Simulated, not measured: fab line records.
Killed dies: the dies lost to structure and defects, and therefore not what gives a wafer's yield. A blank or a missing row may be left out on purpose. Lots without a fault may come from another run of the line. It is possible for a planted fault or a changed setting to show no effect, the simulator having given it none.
Check of tool commonality | flow nand_harc | 10 lots and 30 wafers in the sample

## REASON FOR OPENING
Flagged at NHARC_A_CHANNEL_HOLE_D1_CD_MEAS_10: reading cd_nm, on 2 of 10 lots. No-fault wafers: 100.0 nm, standard deviation 0.44.
Rule: a lot is flagged when every wafer of it that has a number lies more than 4 standard deviations from that mean, or none has a number. The other lots count as sound.

lot  | measured     | on        | cd_nm (nm), wafer by wafer | flag
L580 | day 8 21:11  | cd_sem-02 | 99.9 99.3 99.8             |
L585 | day 10 10:12 | cd_sem-02 | 99.7 99.5 99.6             |
L591 | day 11 15:03 | cd_sem-01 | 100.7 100.6 100.0          |
L596 | day 12 09:38 | cd_sem-01 | 100.2 100.0 99.8           |
L594 | day 12 09:56 | cd_sem-03 | 102.9 102.5 103.0          | FLAGGED
L595 | day 12 11:29 | cd_sem-01 | 99.9 100.1 100.7           |
L593 | day 12 11:38 | cd_sem-03 | 102.8 102.3 102.9          | FLAGGED
L599 | day 13 07:41 | cd_sem-03 | 100.1 99.9 99.5            |
L600 | day 13 07:50 | cd_sem-03 | 99.7 100.1 100.4           |
L602 | day 13 16:32 | cd_sem-01 | 100.7 100.6 100.2          |
The mean of the flagged lots' numbers is 102.7 nm, +2.7 nm from the usual (+6 standard deviations).

## WHICH TOOL RAN EACH LOT
2 process steps preceding the reading are held in the record, out of 1159 steps in the route. Read each cell as the tool, then ch plus the chambers that the sampled wafers visited, then the start.
lot  | flag    | NHARC_A_ZERO_WELL_DESCUM_12        | NHARC_A_CHANNEL_HOLE_D1_PEB_08
L580 |         | rie_diel-12 ch 1,2, day 7 04:07    | litho_track-04 ch 0, day 8 21:07
L585 |         | rie_diel-12 ch 1,2, day 8 03:20    | litho_track-01 ch 0, day 10 10:07
L591 |         | rie_diel-02 ch 1,2, day 10 02:37   | litho_track-04 ch 0, day 11 14:58
L596 |         | rie_diel-12 ch 0,1,2, day 10 23:46 | litho_track-04 ch 0, day 12 09:33
L594 | FLAGGED | rie_diel-06 ch 0,1,2, day 10 14:43 | litho_track-06 ch 0, day 12 09:51
L595 |         | rie_diel-12 ch 1,3, day 10 16:29   | litho_track-04 ch 0, day 12 11:25
L593 | FLAGGED | rie_diel-02 ch 0,2, day 10 15:55   | litho_track-06 ch 0, day 12 11:34
L599 |         | rie_diel-12 ch 0,2,3, day 11 17:20 | litho_track-04 ch 0, day 13 07:36
L600 |         | rie_diel-02 ch 1,2,3, day 11 18:32 | litho_track-04 ch 0, day 13 07:45
L602 |         | rie_diel-02 ch 0,1,2, day 12 00:59 | litho_track-01 ch 0, day 13 16:27
What the steps here do:
- NHARC_A_ZERO_WELL_DESCUM_12: chemistry O2, time 3 s.
- NHARC_A_CHANNEL_HOLE_D1_PEB_08: peb time 65 s.
- NHARC_A_CHANNEL_HOLE_D1_CD_MEAS_10: target cd 100 nm.

## FLAGGED OVER TOTAL, TOOL BY TOOL (the gauges that took the reading come last)
step                               | tool           | lots run | flagged | share of the flagged lots | sound lots run after its first flagged lot
NHARC_A_ZERO_WELL_DESCUM_12        | rie_diel-02    | 4        | 1       | some                      | 2 (L600,L602)
NHARC_A_ZERO_WELL_DESCUM_12        | rie_diel-06    | 1        | 1       | some                      | 0
NHARC_A_ZERO_WELL_DESCUM_12        | rie_diel-12    | 5        | 0       | none                      | -
NHARC_A_CHANNEL_HOLE_D1_PEB_08     | litho_track-01 | 2        | 0       | none                      | -
NHARC_A_CHANNEL_HOLE_D1_PEB_08     | litho_track-04 | 6        | 0       | none                      | -
NHARC_A_CHANNEL_HOLE_D1_PEB_08     | litho_track-06 | 2        | 2       | all                       | 0
NHARC_A_CHANNEL_HOLE_D1_CD_MEAS_10 | cd_sem-01      | 4        | 0       | none                      | -
NHARC_A_CHANNEL_HOLE_D1_CD_MEAS_10 | cd_sem-02      | 2        | 0       | none                      | -
NHARC_A_CHANNEL_HOLE_D1_CD_MEAS_10 | cd_sem-03      | 4        | 2       | all                       | 2 (L599,L600)

## WHAT THE TABLE PERMITS
Table rows that saw every flagged lot: 2, namely litho_track-06 at NHARC_A_CHANNEL_HOLE_D1_PEB_08 and cd_sem-03 at NHARC_A_CHANNEL_HOLE_D1_CD_MEAS_10.
- litho_track-06 at NHARC_A_CHANNEL_HOLE_D1_PEB_08: 2 of its 2 lots flagged. With no sound lot run before its first flagged lot in this sample, there is nothing to narrow down the start.
- cd_sem-03 at NHARC_A_CHANNEL_HOLE_D1_CD_MEAS_10: 2 of its 4 lots flagged. Lots that were sound ran on it after the first flagged one (L599, L600); a persistent fault on the entire tool would not allow that.
Just one tool remains: litho_track-06 at NHARC_A_CHANNEL_HOLE_D1_PEB_08.

## WHAT HAD BEEN PUT IN BY THE SIMULATOR
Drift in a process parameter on litho_track-06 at NHARC_A_CHANNEL_HOLE_D1_PEB_08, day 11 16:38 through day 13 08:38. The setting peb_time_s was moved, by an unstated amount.
Struck lots among those shown: L594, L593. The same result came from the rule above.
